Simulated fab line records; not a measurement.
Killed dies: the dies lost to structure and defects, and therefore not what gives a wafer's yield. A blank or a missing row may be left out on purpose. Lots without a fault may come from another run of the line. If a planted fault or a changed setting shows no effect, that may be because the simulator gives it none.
Comparing a struck lot with a sound one :: flow n5_finfet :: 15 out of 1938 route steps
Sound: the wafers L501.1, L501.4, L501.5. Struck: wafers L506.1, L506.4, L506.6. Last of all comes the cause.
Order at every step that has rows: each side's tool, ch and its chambers, its first start. Under that, the readings that differ: sound wafers :: struck wafers :: difference of the means :: sigmas: that difference in standard deviations of wafers without a fault.
alike: readings with means less than 2 such deviations apart, plus words and numbers identical on both sides. not compared: withheld readings, readings lacking a value on some wafer, bounds such as >300 that could conceal the same value, and numbers that have no deviation in the record and whose values overlap.
Wherever a step has rows on one side only, a row that says differs or no value, or a row with sigmas, the two part there. When numbers do not overlap yet have no deviation, they are printed without sigmas and do not part them. A reading that every wafer of one side lacks parts them only if that side has two wafers or more.

N5_BEOL_M3_ALD_84: deposits TaN, pulse time 2 s, purge time 3 s, co reactant purge time 2 s.
  sound on ald_metal-02 ch 1,3, day 10 04:08; struck on ald_metal-01 ch 0,1,3, day 11 14:13
  alike: heater_power_w
N5_BEOL_M3_SURFACE_TREAT_85:
  sound on pvd_sputter-02 at day 10 04:25; struck on pvd_sputter-03 at day 11 14:26
  not compared: pressure_mtorr, throttle_valve_pct
then, 6 steps without rows for these wafers: N5_BEOL_M3_CVD_47 (deposits Co from CCTBA/H2, target thk 3 nm, time 223.8 s); N5_BEOL_M3_SPUTTER_48 (material Cu, target thk 4.5 nm, time 8.29 s); N5_BEOL_M3_ANNEAL_49 (time 240 s); N5_BEOL_M3_SPUTTER_79 (material Cu, target thk 4.5 nm, time 8.29 s); N5_BEOL_M3_ANNEAL_80 (time 240 s); N5_BEOL_M3_SPUTTER_81 (material Cu, target thk 4.5 nm, time 8.29 s).
N5_BEOL_M3_ANNEAL_82: time 240 s.
  sound on pvd_sputter-01 at day 10 05:16; struck on pvd_sputter-02 at day 11 15:14
  alike: heater_power_w, susceptor_temp_C
then, 1 step without rows for these wafers: N5_BEOL_M3_SPUTTER_86 (material Cu, target thk 4.5 nm, time 8.29 s).
N5_BEOL_M3_ANNEAL_87: time 240 s.
  sound on pvd_sputter-01 at day 10 05:29; struck on pvd_sputter-02 at day 11 15:27
  alike: heater_power_w, susceptor_temp_C
then, 1 step without rows for these wafers: N5_BEOL_M3_SPUTTER_88 (material Cu, target thk 4.5 nm, time 8.29 s).
N5_BEOL_M3_ANNEAL_89: time 240 s.
  sound on pvd_sputter-01 at day 10 05:42; struck on pvd_sputter-02 at day 11 15:40
  no value came back on the struck wafers for heater_power_w (W), susceptor_temp_C (C); on the sound wafers heater_power_w (W) reads 861 691 701
N5_BEOL_M3_SPUTTER_90: material Cu, target thk 4.5 nm, time 8.29 s.
  sound on pvd_sputter-01 at day 10 05:50; struck on pvd_sputter-02 at day 11 15:49
  alike: chuck_gas_flow_sccm, throttle_valve_pct
N5_BEOL_M4_RC_MEAS_101:
  sound on prober-01 ch 0, day 11 01:46; struck on prober-01 ch 0, day 12 08:23
  alike: DIBL_N, DIBL_P, IOFF_N, IOFF_P, ION_N, ION_P, SS_N, SS_P, VT_N, VT_P

## WHERE THEY PART
Only at N5_BEOL_M3_ANNEAL_89, as far as this record shows. Later steps at which nothing parts them and some readings are alike: N5_BEOL_M3_SPUTTER_90, N5_BEOL_M4_RC_MEAS_101.

WHY: what had been put in by the simulator
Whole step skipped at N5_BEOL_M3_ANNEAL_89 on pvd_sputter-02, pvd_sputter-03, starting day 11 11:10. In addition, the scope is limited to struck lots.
